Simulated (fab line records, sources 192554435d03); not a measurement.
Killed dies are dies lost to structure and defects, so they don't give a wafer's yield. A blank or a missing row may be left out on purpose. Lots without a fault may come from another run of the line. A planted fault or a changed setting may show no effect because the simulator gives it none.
Chamber matching | flow n5_finfet | N5_MIM_TOP_LITHO_DESCUM_10 on rie_diel-06: 4 sister chambers
The step chemistry O2, time 7.9 s. 14 wafers are shown with their chamber, then 6 later ones without.

WAFERS WITH THEIR CHAMBER
wafer  | chamber | drypump_motor_current_A (A) | showerhead_plenum_p_Torr (Torr) | throttle_valve_pct (%)
L889.2 | 2       | 5.5                         | 2.11                            | 20.73
L889.3 | 1       | 4.9                         | 2.09                            | 20.26
L889.5 | 0       | 5.5                         | 2.23                            | 20.35
L890.1 | 1       | 4.9                         | 2.09                            | 20.25
L890.5 | 1       | 4.9                         | 2.09                            | 20.25
L890.6 | 0       | 5.5                         | 2.23                            | 20.35
L892.2 | 3       | 5.3                         | 2.05                            | 20.11
L892.5 | 3       | 5.3                         | 2.05                            | 20.09
L892.6 | 2       | 5.5                         | 2.11                            | 20.72
L898.2 | 0       | 5.6                         | 2.23                            | 20.37
L898.5 | 0       | 5.5                         | 2.23                            | 20.37
L902.2 | 0       | 5.5                         | 2.22                            | 20.38
L902.3 | 2       | 5.5                         | 2.10                            | 20.76
L902.5 | 3       | 5.3                         | 2.04                            | 20.14

SIGNATURES (means of the wafers above)
reading                  | chamber 0 | chamber 1 | chamber 2 | chamber 3 | scatter within a chamber
drypump_motor_current_A  | 5.520     | 4.900     | 5.500     | 5.300     | 0.0283
showerhead_plenum_p_Torr | 2.2280    | 2.0900    | 2.1067    | 2.0467    | 0.00462
throttle_valve_pct       | 20.3640   | 20.2533   | 20.7367   | 20.1133   | 0.0171
Rule: a wafer's distance from a chamber is the root of the sum, over the readings, of the square of ((its reading less the chamber's mean) divided by the reading's scatter). The wafer belongs to the nearest chamber; if the next one is less than 2 further off, it can't be placed. The scatter: the root of (the sum of the squares of (reading less its chamber's mean) over the shown wafers, divided by (wafers less chambers)).

WAFERS WITHOUT THEIR CHAMBER
wafer  | drypump_motor_current_A (A) | showerhead_plenum_p_Torr (Torr) | throttle_valve_pct (%)
L903.1 | 4.9                         | 2.08                            | 20.30
L903.3 | 5.5                         | 2.22                            | 20.43
L903.5 | 4.9                         | 2.08                            | 20.29
L907.1 | 5.6                         | 2.22                            | 20.40
L907.2 | 4.9                         | 2.08                            | 20.31
L907.3 | 5.5                         | 2.10                            | 20.78

WHICH CHAMBER EACH WENT THROUGH
wafer  | from the rows above | in truth
L903.1 | 1                   | 1
L903.3 | 0                   | 0
L903.5 | 1                   | 1
L907.1 | 0                   | 0
L907.2 | 1                   | 1
L907.3 | 2                   | 2
Placed correctly: 6 of 6. Can't be placed from these rows: 0. Placed wrongly: 0.
